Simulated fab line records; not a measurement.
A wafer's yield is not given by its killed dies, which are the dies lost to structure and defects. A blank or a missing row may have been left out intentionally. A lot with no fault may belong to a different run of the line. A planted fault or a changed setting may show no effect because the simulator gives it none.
A struck lot beside a sound one | flow n5Finfet | 26 out of 1938 route steps
Sound: the wafers L840.1, L840.3, L840.4. Struck: wafer L851.4 (left out: L851.6, a lot-mate that was not struck); the cause follows at the end.
Each step with rows lists, per side, the tool, then ch with its chambers, then its first start. Under that, the readings that differ: sound wafers | struck wafers | difference of the means | sigmas: that difference in standard deviations of wafers without a fault.
alike: a reading whose means differ by less than 2 such deviations, as well as words and numbers matching on both sides. not compared: withheld readings; readings where some wafer has no value; bounds like >300 that might hide an equal value; numbers whose values overlap and for which the record gives no deviation.
The two part at a step that has a row with sigmas, a row that says differs or no value, or rows on one side only. Non-overlapping numbers with no deviation appear without sigmas and do not part them. Lack of a reading on every wafer of one side parts them only where that side has two or more wafers.

first, 9 steps without rows for these wafers: N5_BEOL_M9_DESCUM_33 (chemistry O2, time 7 s); N5_BEOL_M9_ETCH_76 (etches underlayer in N2/H2, target depth 6.5 nm, time 5.2 s); N5_BEOL_M9_ETCH_65 (etches SiARC in CF4, target depth 15.6 nm, time 26 s); N5_BEOL_M9_ETCH_66 (etches SOC in N2/H2, target depth 80 nm, overetch 16 nm, time 120 s); N5_BEOL_M9_STRIP_69 (strips in N2/H2); N5_BEOL_M9_STRIP_77 (strips in N2/H2); N5_BEOL_M9_VIA_ETCH_34 (etches SiCOH lowk in C4F6/O2, target depth 182.4 nm, time 68.4 s); N5_BEOL_M9_STRIP_73 (strips in C4F6/O2); N5_BEOL_M9_STRIP_36 (strips in N2/H2).
N5_BEOL_M9_TRENCH_ETCH_37: etches SiCOH lowk in C4F6/O2, target depth 151.43 nm, time 49 s.
  sound on rieDiel-03 ch 0,2,3, day 10 09:26; struck on rieDiel-03 ch 1, day 13 11:16
reading                           | sound             | struck | difference | sigmas
rfHoursCounterH (h)               | 160 181 195       | 218    | +39        | 
runLengthS (s)                    | 72.5 72.2 72.0    | 74.3   | +2.1       | +4
model.etch.depthNm (nm)           | 148.3 147.6 148.8 | 153.5  | +5.3       | 
model.BEOL_M9.featureDepthNm (nm) | 148.4 147.6 148.8 | 153.4  | +5.1       | 
  alike: drypumpMotorCurrentA, mfcArSccm, oes_ar_750_au, oes_o_777_au, oesProductAu, rfVppV, showerheadPlenumPTorr, throttleValvePct
then, 15 steps without rows for these wafers: N5_BEOL_M9_ETCH_41 (etches SiCN in CH3F/O2, target depth 36.6 nm, time 70.1 s); N5_BEOL_M9_STRIP_80 (strips in N2/H2, time 10 s); N5_BEOL_M9_HM_STRIP_39 (strips TiN in peroxide tin strip, target depth 25 nm, time 158 s); N5_BEOL_M9_SRD_40 (time 30 s); N5_BEOL_M9_PRECLEAN_42 (cleans in residue remover, time 60 s); N5_BEOL_M9_SRD_43 (time 30 s); N5_BEOL_M9_CURE_72 (cures SiCOH lowk, time 120 s); N5_BEOL_M9_DEGAS_44 (time 60 s); N5_BEOL_M9_PRE_CLEAN_45 (time 30 s); N5_BEOL_M9_ALD_74 (deposits TaN, target thk 2 nm, pulse time 2 s, purge time 3 s); N5_BEOL_M9_SURFACE_TREAT_79; N5_BEOL_M9_CVD_78 (deposits Co from CCTBA/H2, target thk 2 nm, time 138.9 s); N5_BEOL_M9_SPUTTER_48 (material Cu, target thk 12 nm, time 2 s); N5_BEOL_M9_ECD_50 (material Cu, target thk 318 nm); N5_BEOL_M9_ANNEAL_51 (time 90 s).
N5_BEOL_M9_CMP_52: polishes, stops on SiCOH lowk, t overpolish 7 s, target thk 140 nm.
  sound on cmp-03 ch 0,1,2, day 10 12:56; struck on cmp-02 ch 1, day 13 13:17
reading                               | sound             | struck | difference | sigmas
model.Cu_of_BEOL_M9_ECD_50.thkNm (nm) | 135.8 135.6 135.8 | 141    | +5         | 
  alike: barrierFieldEndpointS, motorCurrentA, overpolishRunS, timeToEndpointS

WHERE THEY PART
N5_BEOL_M9_TRENCH_ETCH_37 only, going by this record. Later steps at which nothing parts them and some readings are alike: N5_BEOL_M9_CMP_52.

WHY: what the simulator had put in
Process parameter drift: rieDiel-03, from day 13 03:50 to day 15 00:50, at N5_BEOL_M9_TRENCH_ETCH_37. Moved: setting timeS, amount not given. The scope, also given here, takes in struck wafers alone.
